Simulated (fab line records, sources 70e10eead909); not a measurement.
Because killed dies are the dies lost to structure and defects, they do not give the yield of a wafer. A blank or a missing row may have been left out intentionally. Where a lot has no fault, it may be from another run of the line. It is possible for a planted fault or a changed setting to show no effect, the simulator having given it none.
Matching of chambers + flow nand harc + NHARC_A_CONTACT_ETCH_106 on rie diel-09: 4 sister chambers
The step etches the open film in CF4/O2, target depth 90 nm, overetch 9 nm, time 49.5 s. 30 wafers are shown with their chamber, then 12 later ones without.

== WAFERS, EACH WITH ITS CHAMBER ==
| wafer  | chamber | drypump motor current A (A) | showerhead plenum p Torr (Torr) | rf vpp V (V) |
|--------|---------|-----------------------------|---------------------------------|--------------|
| L074.1 | 0       | 6.4                         | 1.27                            | 197.2        |
| L074.3 | 2       | 6.3                         | 1.35                            | 197.1        |
| L074.6 | 1       | 5.6                         | 1.40                            | 199.8        |
| L076.2 | 3       | 5.7                         | 1.24                            | 197.2        |
| L076.3 | 0       | 6.3                         | 1.27                            | 195.4        |
| L076.4 | 1       | 5.6                         | 1.40                            | 196.8        |
| L077.3 | 1       | 5.6                         | 1.40                            | 199.1        |
| L077.4 | 3       | 5.7                         | 1.24                            | 195.7        |
| L077.5 | 2       | 6.3                         | 1.35                            | 198.5        |
| L080.1 | 2       | 6.3                         | 1.35                            | 198.2        |
| L080.4 | 3       | 5.7                         | 1.23                            | 197.0        |
| L080.5 | 1       | 5.6                         | 1.40                            | 199.0        |
| L084.3 | 2       | 6.4                         | 1.35                            | 197.3        |
| L084.4 | 3       | 5.7                         | 1.23                            | 194.9        |
| L084.5 | 2       | 6.3                         | 1.35                            | 198.7        |
| L088.3 | 2       | 6.3                         | 1.35                            | 198.3        |
| L088.4 | 0       | 6.4                         | 1.26                            | 196.3        |
| L088.6 | 0       | 6.4                         | 1.26                            | 197.0        |
| L089.4 | 1       | 5.6                         | 1.40                            | 198.4        |
| L089.5 | 0       | 6.4                         | 1.26                            | 195.9        |
| L089.6 | 1       | 5.6                         | 1.40                            | 199.5        |
| L090.1 | 3       | 5.7                         | 1.23                            | 195.9        |
| L090.4 | 1       | 5.6                         | 1.40                            | 199.3        |
| L090.6 | 1       | 5.6                         | 1.40                            | 198.2        |
| L091.2 | 3       | 5.7                         | 1.23                            | 195.9        |
| L091.3 | 1       | 5.6                         | 1.40                            | 199.2        |
| L091.5 | 2       | 6.3                         | 1.35                            | 199.1        |
| L092.3 | 1       | 5.6                         | 1.40                            | 199.4        |
| L092.4 | 3       | 5.7                         | 1.45                            | 199.1        |
| L092.5 | 1       | 5.6                         | 1.40                            | 198.9        |

SIGNATURES, as means of the wafers listed above
| reading                  | chamber 0 | chamber 1 | chamber 2 | chamber 3 | scatter within a chamber |
|--------------------------|-----------|-----------|-----------|-----------|--------------------------|
| drypump motor current A  | 6.380     | 5.600     | 6.314     | 5.700     | 0.0252                   |
| showerhead plenum p Torr | 1.2640    | 1.4000    | 1.3500    | 1.2643    | 0.0395                   |
| rf vpp V                 | 196.360   | 198.873   | 198.171   | 196.529   | 0.955                    |
Rule: a wafer lies at a distance from a chamber equal to the root of the sum of squares, over the readings, of (its reading less the chamber's mean, divided by the reading's scatter). If the next closest chamber is less than 2 further off than the closest, the wafer can't be placed; otherwise it belongs to the closest. The scatter: the root of (the sum of the squares of (reading less its chamber's mean) over the shown wafers, divided by (wafers less chambers)).

== WAFERS WITHOUT THEIR CHAMBER ==
| wafer  | drypump motor current A (A) | showerhead plenum p Torr (Torr) | rf vpp V (V) |
|--------|-----------------------------|---------------------------------|--------------|
| L093.1 | 6.4                         | 1.26                            | 197.7        |
| L093.2 | 5.7                         | 1.45                            | 200.1        |
| L093.3 | 5.6                         | 1.40                            | 199.1        |
| L095.3 | 6.4                         | 1.26                            | 196.0        |
| L095.5 | 6.4                         | 1.26                            | 196.4        |
| L095.6 | 5.6                         | 1.40                            | 200.2        |
| L097.3 | 6.3                         | 1.34                            | 198.5        |
| L097.5 | 5.7                         | 1.44                            | 199.1        |
| L097.6 | 6.4                         | 1.26                            | 196.9        |
| L096.2 | 6.3                         | 1.35                            | 197.8        |
| L096.3 | 6.4                         | 1.26                            | 196.7        |
| L096.6 | 5.6                         | 1.39                            | 198.3        |

== WHICH CHAMBER EACH ONE RAN IN ==
| wafer  | from the rows above     | in truth |
|--------|-------------------------|----------|
| L093.1 | 0                       | 0        |
| L093.2 | can't be placed: 1 or 3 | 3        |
| L093.3 | 1                       | 1        |
| L095.3 | 0                       | 0        |
| L095.5 | 0                       | 0        |
| L095.6 | 1                       | 1        |
| L097.3 | 2                       | 2        |
| L097.5 | can't be placed: 1 or 3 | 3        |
| L097.6 | 0                       | 0        |
| L096.2 | 2                       | 2        |
| L096.3 | 0                       | 0        |
| L096.6 | 1                       | 1        |
10 of 12 placed correctly. Unplaceable from these rows: 2, with the true chamber sitting among the candidates in 2. Placed wrongly: 0.
